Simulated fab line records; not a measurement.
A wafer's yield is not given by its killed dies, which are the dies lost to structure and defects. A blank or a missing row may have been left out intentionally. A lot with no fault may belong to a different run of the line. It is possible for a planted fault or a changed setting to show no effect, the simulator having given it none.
Split-lot trial	flow n5-finfet	21 wafers read across 7 lots, on a route 1938 steps long

## THE SPLIT ITSELF
At N5_BEOL_M2_COAT_73 (time 60 s, resist thk 5 nm), the setting spin-rpm was moved away from the recipe's 1500 rpm on 5 of the 21 wafers read, by -10.0% to +11.1%. All remaining wafers had this setting at the recipe value.

## FROM THE SPLIT TO THE READING: what the file shows between them, 3 steps
- N5_BEOL_M2_COAT_05: resist thk 30 nm
- N5_BEOL_M2_EBR_07
- N5_BEOL_M2_DESCUM_16: chemistry O2, time 7 s

## THE READING
etch.depth-nm (the simulator's own value, which no gauge read), in nm, at N5_BEOL_M2_ETCH_74 (etches underlayer in N2/H2, target depth 6.5 nm, time 5.2 s). The file gives no usual value for it. Here, 16 wafers ran the recipe; their average is 5.004 nm with a standard deviation of 0.012 nm.

wafer	tool, chamber at the split	spin-rpm as run, rpm	against the recipe	etch.depth-nm, nm	against lot-mates on the recipe
L075.1	litho-track-03, 0	1500	recipe	4.996	-
L075.4	litho-track-03, 0	1500	recipe	5.012	-
L075.6	litho-track-03, 0	1500	recipe	5.002	-
L076.1	litho-track-03, 0	1500	recipe	5.004	-
L076.4	litho-track-03, 0	1500	recipe	5.034	-
L076.6	litho-track-03, 0	1500	recipe	5.019	-
L077.2	litho-track-02, 0	1350	-10.0%	5.261	+0.255
L077.3	litho-track-02, 0	1500	recipe	5.006	-
L077.4	litho-track-02, 0	1350	-10.0%	5.273	+0.267
L078.1	litho-track-03, 0	1500	recipe	5.008	-
L078.4	litho-track-03, 0	1407	-6.2%	5.171	+0.163
L078.6	litho-track-03, 0	1407	-6.2%	5.186	+0.178
L079.1	litho-track-02, 0	1500	recipe	5.012	-
L079.3	litho-track-02, 0	1500	recipe	5.004	-
L079.4	litho-track-02, 0	1667	+11.1%	4.741	-0.267
L080.1	litho-track-02, 0	1500	recipe	5.009	-
L080.4	litho-track-02, 0	1500	recipe	4.996	-
L080.6	litho-track-02, 0	1500	recipe	5.007	-
L094.4	litho-track-04, 0	1500	recipe	4.983	-
L094.5	litho-track-04, 0	1500	recipe	4.991	-
L094.6	litho-track-04, 0	1500	recipe	4.988	-

THE FIT
A straight line over all 21 wafers: etch.depth-nm changes by -0.0256 nm for each +1% of spin-rpm; r = -0.99; the points scatter about the line by 0.013 nm.
The same after taking each lot's own level away (the mean of its wafers on the recipe; 21 wafers): -0.0256 nm for each +1%; r = -1.00; scatter 0.0087 nm.
The reading moves by 0.28 nm for the largest change in spin-rpm, on that fit.
The lots' own levels span 4.9873 to 5.0190 nm, that is 2.6 times the standard deviation above.
The two slopes agree, so the slope changes little with the lot-to-lot level.
Check: for one of the wafers moved furthest among these (+11.1%), held out of the fit, the line's prediction against its lot-mates is -0.294 nm. It came out at -0.267 nm against them.

## THE FILE'S OWN FIT
etch.depth-nm changes by -0.0253 nm for each +1% of spin-rpm, r = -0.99.
